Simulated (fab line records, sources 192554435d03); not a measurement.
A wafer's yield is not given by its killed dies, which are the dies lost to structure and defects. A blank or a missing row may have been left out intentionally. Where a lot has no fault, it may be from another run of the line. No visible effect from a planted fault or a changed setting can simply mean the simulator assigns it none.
A single fault, viewed from 3 desks || flow n5Finfet || only its own numbers are on each desk; what lay behind them is given at the end

== FROM THE METROLOGY DESK ==
What the gauges read, lot by lot, whatever tool the lot ran on: means of the sampled wafers that have a number. A lot is out of limits, marked OUT, if its mean lies more than 4 standard deviations from the usual mean; the brackets give that distance. Only the readings that lie furthest out on some lot appear, 7 of the 13 it has.
Columns: A = MD_CAP_THK at N5_MOL_CONTACT_COAG_THK_MEAS_29, usual 17.95 nm; B = IOFF_N at N5_BEOL_M4_RC_MEAS_101, usual 0.17 nA/um; C = IOFF_P at N5_BEOL_M4_RC_MEAS_101, usual 0.22 nA/um; D = ION_N at N5_BEOL_M4_RC_MEAS_101, usual 674 uA/um; E = SS_N at N5_BEOL_M4_RC_MEAS_101, usual 71.7 mV/dec; F = SS_P at N5_BEOL_M4_RC_MEAS_101, usual 73.4 mV/dec; G = VT_P at N5_BEOL_M4_RC_MEAS_101, usual -250 mV
{"lot": "L249", "first seen here": "day 5 22:56", "A": 18.10, "B": 0.16, "C": 0.19, "D": 666, "E": 70.8, "F": 72.8, "G": -252}
{"lot": "L254", "first seen here": "day 7 05:05", "A": 17.97, "B": 0.19, "C": 0.21, "D": 680, "E": 71.9, "F": 73.2, "G": -253}
{"lot": "L255", "first seen here": "day 7 12:43", "A": 18.03, "B": 0.15, "C": 0.20, "D": 668, "E": 71.6, "F": 72.7, "G": -250}
{"lot": "L261", "first seen here": "day 8 22:53", "A": 17.84, "B": 0.19, "C": 0.24, "D": 680, "E": 71.6, "F": 73.5, "G": -247}
{"lot": "L262", "first seen here": "day 9 00:59", "A": 17.99, "B": 0.16, "C": 0.19, "D": 671, "E": 72.0, "F": 73.0, "G": -253}
{"lot": "L268", "first seen here": "day 10 11:02", "A": 17.88, "B": 0.22, "C": 0.29, "D": 690, "E": 72.2, "F": 74.5, "G": -246}
This desk's verdict: no lot among the 6 shows anything out of limits.

== AT THE TOOL OWNER'S DESK: lithoTrack-04 ==
The tool's own readings at N5_MOL_CONTACT_COAG_COAT_77 (time 60 s, resist thk 10 nm): means of the sampled wafers that have a number, for each lot that ran on this tool. A lot is out of limits, marked OUT, if its mean lies more than 4 standard deviations from the usual mean; the brackets give that distance.
Columns: A = dispensePressureKPa at N5_MOL_CONTACT_COAG_COAT_77, usual 52.9 kPa; B = spinSpeedRpm at N5_MOL_CONTACT_COAG_COAT_77, usual 1499.9 rpm
{"lot": "L249", "first seen here": "day 5 23:32", "A": 51.0, "B": 1500.5}
{"lot": "L254", "first seen here": "day 7 05:47", "A": 51.0, "B": "1459.6 (-42) OUT"}
{"lot": "L255", "first seen here": "day 7 13:52", "A": 51.0, "B": "1459.6 (-42) OUT"}
This desk's verdict: out of limits on L254, L255, starting with L254 at day 7 05:47 (spinSpeedRpm at N5_MOL_CONTACT_COAG_COAT_77). L249 stayed within limits.

== THE DEFECT DESK ==
What the inspections along the route counted, lot by lot: means of the sampled wafers that have a number. A lot is out of limits, marked OUT, if its mean lies more than 4 standard deviations from the usual mean; the brackets give that distance.
Columns: A = rawDefectCount at N5_MOL_CONTACT_COAG_INSPECT_57, usual 209
{"lot": "L249", "first seen here": "day 6 00:01", "A": 215}
{"lot": "L254", "first seen here": "day 7 06:16", "A": 260}
{"lot": "L255", "first seen here": "day 7 14:14", "A": 186}
{"lot": "L261", "first seen here": "day 9 00:41", "A": 131}
{"lot": "L262", "first seen here": "day 9 02:17", "A": 242}
{"lot": "L268", "first seen here": "day 10 12:07", "A": 173}
This desk's verdict: no lot among the 6 shows anything out of limits.

== PUT TOGETHER ==
At day 7 05:47, on L254, L255, the tool owner's desk was in a position to raise an alarm.
Nothing out of limits was seen by the metrology desk.
Nothing out of limits was seen by the defect desk.
The metrology desk holds a record of L254, L255, inside its limits.
The defect desk has L254, L255 on record, within its limits.
The lots listed all ran N5_MOL_CONTACT_COAG_COAT_77 on lithoTrack-04.

== WHAT WAS PUT IN BY THE SIMULATOR ==
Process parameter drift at N5_MOL_CONTACT_COAG_COAT_77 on lithoTrack-04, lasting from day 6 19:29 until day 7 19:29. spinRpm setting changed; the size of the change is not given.
Shown lots that were struck: L254, L255.
How many hours passed from the start of the fault until each desk's first out-of-limits reading: the tool owner's desk, 10.
